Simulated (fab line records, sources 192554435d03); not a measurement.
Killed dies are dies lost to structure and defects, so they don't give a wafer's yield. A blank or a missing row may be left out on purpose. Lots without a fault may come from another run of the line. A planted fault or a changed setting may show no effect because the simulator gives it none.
Chamber matching | flow n5_finfet | N5_BEOL_M2_PRE_CLEAN_60 on cvd_co-02: 3 sister chambers
The step time 15 s. 3 wafers are shown with their chamber, then 11 later ones without.

WAFERS WITH THEIR CHAMBER
wafer  | chamber | heater_power_w (W)
L092.2 | 2       | 80
L089.4 | 0       | 105
L095.1 | 1       | 89

WAFERS WITHOUT THEIR CHAMBER
wafer  | heater_power_w (W)
L095.4 | 89
L095.6 | 81
L079.1 | 88
L079.2 | 81
L079.6 | 81
L097.1 | 81
L097.2 | 92
L097.6 | 90
L094.1 | 80
L094.2 | 91
L094.6 | 80

WHICH CHAMBER EACH WENT THROUGH
wafer  | from the rows above | in truth
L095.4 | 1                   | 1
L095.6 | 2                   | 2
L079.1 | 1                   | 1
L079.2 | 2                   | 2
L079.6 | 2                   | 2
L097.1 | 2                   | 2
L097.2 | 1                   | 1
L097.6 | 1                   | 1
L094.1 | 2                   | 2
L094.2 | 1                   | 1
L094.6 | 2                   | 2
Placed correctly: 11 of 11. Can't be placed from these rows: 0. Placed wrongly: 0.
How it was worked out, from the rows above alone: a wafer's distance from a chamber is the root of the sum, over the readings, of the square of ((its reading less the chamber's mean) divided by the reading's scatter). The wafer belongs to the nearest chamber; if the next one is less than 2 further off, it can't be placed. A chamber's mean is the mean of its shown wafers. The scatter: with one shown wafer a chamber, the root of the mean of the squares of how far each hidden wafer lies from its nearest shown one.
